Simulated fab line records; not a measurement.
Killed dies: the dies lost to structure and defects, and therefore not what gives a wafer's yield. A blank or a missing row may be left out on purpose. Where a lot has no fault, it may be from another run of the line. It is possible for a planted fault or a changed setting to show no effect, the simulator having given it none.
Chamber matching ; flow nand_harc ; NHARC_P_GATE_ETCH_104 on rie_diel-07 has 4 sister chambers
The step etches the open film in CF4/CHF3, target depth 60 nm. 8 wafers are shown with their chamber, then 7 later ones without.

== WAFERS PAIRED WITH THEIR CHAMBERS ==
wafer;chamber;drypump_motor_current_A (A);rf_vpp_V (V)
L181.1;0;5.99;371.6
L181.3;1;5.66;375.4
L186.1;0;5.87;372.5
L186.2;1;5.64;374.0
L190.2;2;5.94;369.1
L190.5;3;5.69;369.5
L195.4;3;5.72;368.8
L195.5;2;5.95;368.4

== WAFERS WITH NO CHAMBER GIVEN ==
wafer;drypump_motor_current_A (A);rf_vpp_V (V)
L195.6;5.71;368.1
L199.2;5.65;374.3
L199.3;5.71;369.2
L199.6;5.93;368.6
L200.2;5.99;372.4
L200.4;5.67;373.2
L200.6;5.99;372.0

== WHICH CHAMBER EACH WENT THROUGH ==
wafer;from the rows above;in truth
L195.6;3;3
L199.2;1;1
L199.3;3;3
L199.6;2;2
L200.2;0;0
L200.4;1;1
L200.6;0;0
Correctly placed: 7 of 7. Can't be placed from these rows: 0. 0 placed wrongly.
How it was worked out, from the rows above alone: a wafer's distance from a chamber is the root of the sum, over the readings, of the square of ((its reading less the chamber's mean) divided by the reading's scatter). If the next closest chamber is less than 2 further off than the closest, the wafer can't be placed; otherwise it belongs to the closest. A chamber's mean is the mean of its shown wafers. How the scatter is found: for the shown wafers, subtract from each reading the mean of its chamber, square and add these, divide the total by (wafers less chambers), then take the root.
